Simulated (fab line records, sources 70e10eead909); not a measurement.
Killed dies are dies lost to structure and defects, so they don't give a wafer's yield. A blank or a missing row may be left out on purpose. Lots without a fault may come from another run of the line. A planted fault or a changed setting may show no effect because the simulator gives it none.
A struck lot beside a sound one | flow nand_harc | 13 steps out of a route of 1302
Sound: wafers L774.1, L774.3, L774.6. Struck: wafers L783.2, L783.3, L783.5. The cause comes at the end.
At each step with rows: each side's tool, then ch and its chambers, then its first start. Under that, the readings that differ: sound wafers | struck wafers | difference of the means | sigmas: that difference in standard deviations of wafers without a fault.
alike: readings whose means differ by less than 2 such deviations, and words and numbers that are the same on both sides. not compared: withheld readings, readings that some wafer has no value for, bounds like >300 that may hide the same value, and numbers for which the record gives no deviation and whose values overlap.
The two part at a step that has a row with sigmas, a row that says differs or no value, or rows on one side only. Numbers that don't overlap but have no deviation are shown without sigmas and don't part them. A reading that every wafer of one side lacks parts them only if that side has two wafers or more.

NHARC_A_ZERO_WELL_DESCUM_12: chemistry O2, time 3 s.
  sound on rie_diel-07 ch 0,3, day 9 08:08; struck on rie_diel-07 ch 0,2,3, day 12 20:16
  alike: drypump_motor_current_A, o2_flow_sccm, oes_product_au, rf_vpp_V, showerhead_plenum_p_Torr, throttle_valve_pct
  not compared: rf_hours_counter_h
NHARC_A_ZERO_WELL_ETCH_19: etches the open film in N2/H2, target depth 80 nm, overetch 24 nm, time 87.88 s.
  sound on rie_diel-07 ch 0,2,3, day 9 08:14; struck on rie_diel-07 ch 1,3, day 12 20:20
  alike: drypump_motor_current_A, oes_product_au, rf_vpp_V, showerhead_plenum_p_Torr, throttle_valve_pct
  not compared: rf_hours_counter_h
NHARC_A_ZERO_WELL_ETCH_13: etches the open film in HBr/Cl2, target depth 120 nm, time 40.1 s.
  sound on rie_si-05 ch 0,3, day 9 08:23; struck on rie_si-05 ch 0,3, day 12 20:27
  alike: drypump_motor_current_A, oes_product_au, throttle_valve_pct
  not compared: rf_hours_counter_h
then, 4 steps without rows for these wafers: NHARC_A_ZERO_WELL_STRIP_14 (strips in SPM, time 900 s); NHARC_A_ZERO_WELL_IMPLANT_15; NHARC_A_ZERO_WELL_PRECLEAN_22 (cleans in SC1, time 60 s); NHARC_A_ZERO_WELL_SRD_23.
NHARC_A_ZERO_WELL_RTA_16: time 10 s.
  sound on rtp_anneal-02 ch 0, day 9 09:16; struck on rtp_anneal-01 ch 0, day 12 21:23
  reading            | sound             | struck            | difference | sigmas
  lamp_power_pct (%) | 28.93 28.82 28.90 | 29.16 29.16 29.12 | +0.26      | +2
  alike: wafer_temp_C_max
NHARC_A_ZERO_WELL_INSPECT_17:
  sound on defect_inspect-02, day 9 09:28; struck on defect_inspect-01, day 12 21:33
  alike: raw_defect_count
then, 2 steps without rows for these wafers: NHARC_A_SOURCE_PLATE_PRECLEAN_00 (cleans in HF-LAST, time 60 s); NHARC_A_SOURCE_PLATE_SRD_01.
NHARC_A_SOURCE_PLATE_OXIDE_02: material SiO2, target thk 10 nm, ox time 1362 s.
  sound on furnace-06 ch 0, day 9 12:16; struck on furnace-08, day 13 00:41
  no value came back on the struck wafers for ox_temp_c (C), ox_time_s (s); on the sound wafers ox_temp_c (C) reads 899.8 900.2 899.7
then, 1 step without rows for these wafers: NHARC_A_SOURCE_PLATE_PVD_04 (deposits WSi2, target thk 50 nm).

WHERE THEY PART
First at NHARC_A_ZERO_WELL_RTA_16; last, within this record, at NHARC_A_SOURCE_PLATE_OXIDE_02.

WHY: what the simulator had put in
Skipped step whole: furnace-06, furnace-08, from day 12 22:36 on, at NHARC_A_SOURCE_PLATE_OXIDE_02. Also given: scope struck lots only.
